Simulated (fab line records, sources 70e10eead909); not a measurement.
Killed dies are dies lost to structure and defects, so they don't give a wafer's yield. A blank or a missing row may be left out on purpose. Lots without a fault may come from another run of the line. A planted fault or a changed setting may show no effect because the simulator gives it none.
Which tool did it? | flow nand_harc | 6 lots, 18 wafers sampled, at 3 steps of a route of 1302

WHAT THE GAUGES READ, wafer by wafer
NHARC_A_ONON_D1_THK_MEAS_18: measures by ellipsometry.
lot  | measured     | on            | thk_nm (nm)
L722 | day 8 22:08  | film_metro-01 | 993 991 991
L724 | day 9 22:36  | film_metro-01 | 998 998 1000
L726 | day 10 09:26 | film_metro-01 | 994 993 994
L733 | day 13 15:56 | film_metro-01 | 1006 1008 1005
L736 | day 14 19:13 | film_metro-02 | 741 742 741
L741 | day 16 19:21 | film_metro-01 | 1002 1003 999

WHICH TOOL RAN EACH LOT (tool, then ch and the chambers of the sampled wafers, then the start)
lot  | NHARC_A_ZERO_WELL_ETCH_13        | NHARC_A_ONON_D1_DEP_16
L722 | rie_si-06 ch 0,1,2, day 7 14:31  | pecvd_onon-03 ch 0, day 8 21:41
L724 | rie_si-02 ch 0,2, day 8 11:57    | pecvd_onon-02 ch 0, day 9 22:12
L726 | rie_si-02 ch 0,1,3, day 9 02:14  | pecvd_onon-03 ch 0, day 10 08:56
L733 | rie_si-02 ch 0,2, day 12 05:32   | pecvd_onon-03 ch 0, day 13 15:29
L736 | rie_si-02 ch 2,3, day 13 09:07   | pecvd_onon-01 ch 0, day 14 18:43
L741 | rie_si-06 ch 1,2,3, day 15 09:49 | pecvd_onon-03 ch 0, day 16 18:55
- NHARC_A_ZERO_WELL_ETCH_13: etches the open film in HBr/Cl2, target depth 120 nm, time 40.1 s.
- NHARC_A_ONON_D1_DEP_16: target thk 1000 nm.

THE ANSWER, worked out from the rows above alone
Rule: what is usual is taken from the lots themselves. Put in order of their means at a reading, lots are off if they are a third of the lots or fewer, leave a main group of 4 or more, and stand apart from it by a gap of 3 or more times the standard deviation of the main group's means; of several such gaps the widest counts. A main group whose means are all the same, to the digits that the tables above print for the reading, isn't used. A lot without any number at a reading at which 4 lots or more have one is off too. The other lots that the step has rows for count as sound.
Off: L736, at NHARC_A_ONON_D1_THK_MEAS_18 (thk_nm). The main group: mean 998 nm, standard deviation 5.3.
A tool fits if, at a process step before that reading, it ran every lot that is off, and no sound lot after the first of them. The gauges at NHARC_A_ONON_D1_THK_MEAS_18 are tried like those tools. Can't be told from this: 3 tools fit, rie_si-02 at NHARC_A_ZERO_WELL_ETCH_13, pecvd_onon-01 at NHARC_A_ONON_D1_DEP_16, film_metro-02 at NHARC_A_ONON_D1_THK_MEAS_18.

WHAT THE SIMULATOR HAD PUT IN
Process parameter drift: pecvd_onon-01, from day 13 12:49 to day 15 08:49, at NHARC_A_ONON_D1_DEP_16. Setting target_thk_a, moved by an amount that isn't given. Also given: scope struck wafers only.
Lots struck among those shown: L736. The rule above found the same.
